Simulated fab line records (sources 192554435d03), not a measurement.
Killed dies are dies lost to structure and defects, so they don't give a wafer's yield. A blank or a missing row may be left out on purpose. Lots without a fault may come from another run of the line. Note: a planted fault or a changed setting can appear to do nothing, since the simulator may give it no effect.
Matching of chambers + flow n5-finfet + N5_HKMG_FIN_STRIP_34 on rie-diel-01: 4 sister chambers
The step strips in CF4. 16 wafers are shown with their chamber, then 8 later ones without.

== WAFERS PAIRED WITH THEIR CHAMBERS ==
| wafer  | chamber | drypump-motor-current-A (A) | showerhead-plenum-p-Torr (Torr) | throttle-valve-pct (%) |
|--------|---------|-----------------------------|---------------------------------|------------------------|
| L074.4 | 0       | 4.9                         | 1.79                            | 13.57                  |
| L074.5 | 3       | 4.9                         | 1.90                            | 13.21                  |
| L074.6 | 1       | 5.3                         | 1.79                            | 13.86                  |
| L085.1 | 0       | 4.9                         | 1.78                            | 13.62                  |
| L085.2 | 1       | 5.3                         | 1.78                            | 13.91                  |
| L085.6 | 3       | 4.9                         | 1.90                            | 13.25                  |
| L087.3 | 2       | 6.4                         | 1.90                            | 13.32                  |
| L087.5 | 3       | 4.9                         | 1.90                            | 13.27                  |
| L087.6 | 2       | 6.4                         | 1.90                            | 13.33                  |
| L090.2 | 2       | 6.4                         | 1.90                            | 13.33                  |
| L090.3 | 3       | 4.9                         | 1.89                            | 13.28                  |
| L090.4 | 0       | 4.9                         | 1.78                            | 13.64                  |
| L093.1 | 1       | 5.2                         | 1.78                            | 13.95                  |
| L093.4 | 0       | 4.9                         | 1.78                            | 13.66                  |
| L093.5 | 2       | 6.4                         | 1.89                            | 13.35                  |
| L094.1 | 3       | 4.9                         | 1.89                            | 13.31                  |

SIGNATURES (means of the wafers above)
| reading                  | chamber 0 | chamber 1 | chamber 2 | chamber 3 | scatter within a chamber |
|--------------------------|-----------|-----------|-----------|-----------|--------------------------|
| drypump-motor-current-A  | 4.900     | 5.267     | 6.400     | 4.900     | 0.0236                   |
| showerhead-plenum-p-Torr | 1.7825    | 1.7833    | 1.8975    | 1.8960    | 0.0053                   |
| throttle-valve-pct       | 13.6225   | 13.9067   | 13.3325   | 13.2640   | 0.0348                   |
Rule: for a wafer and a chamber, the distance is found by dividing, reading by reading, the gap between the wafer's reading and the chamber's mean by the reading's scatter, squaring, summing and taking the root. The wafer belongs to the nearest chamber; if the next one is less than 2 further off, it can't be placed. The scatter is the square root of a quotient: the sum, over the shown wafers, of each reading's squared deviation from its chamber's mean, divided by wafers minus chambers.

== WAFERS WHOSE CHAMBER IS MISSING ==
| wafer  | drypump-motor-current-A (A) | showerhead-plenum-p-Torr (Torr) | throttle-valve-pct (%) |
|--------|-----------------------------|---------------------------------|------------------------|
| L094.5 | 6.4                         | 1.89                            | 13.37                  |
| L094.6 | 4.9                         | 1.78                            | 13.67                  |
| L096.1 | 6.4                         | 1.89                            | 13.37                  |
| L096.3 | 4.9                         | 1.77                            | 13.67                  |
| L096.5 | 4.9                         | 1.77                            | 13.68                  |
| L097.1 | 5.3                         | 1.78                            | 13.37                  |
| L097.2 | 4.9                         | 1.89                            | 13.34                  |
| L097.3 | 6.4                         | 1.89                            | 13.38                  |

== EACH ONE'S CHAMBER ==
| wafer  | from the rows above | in truth |
|--------|---------------------|----------|
| L094.5 | 2                   | 2        |
| L094.6 | 0                   | 0        |
| L096.1 | 2                   | 2        |
| L096.3 | 0                   | 0        |
| L096.5 | 0                   | 0        |
| L097.1 | 1                   | 1        |
| L097.2 | 3                   | 3        |
| L097.3 | 2                   | 2        |
Placed correctly: 8 of 8. Not placeable from these rows: 0. 0 placed wrongly.
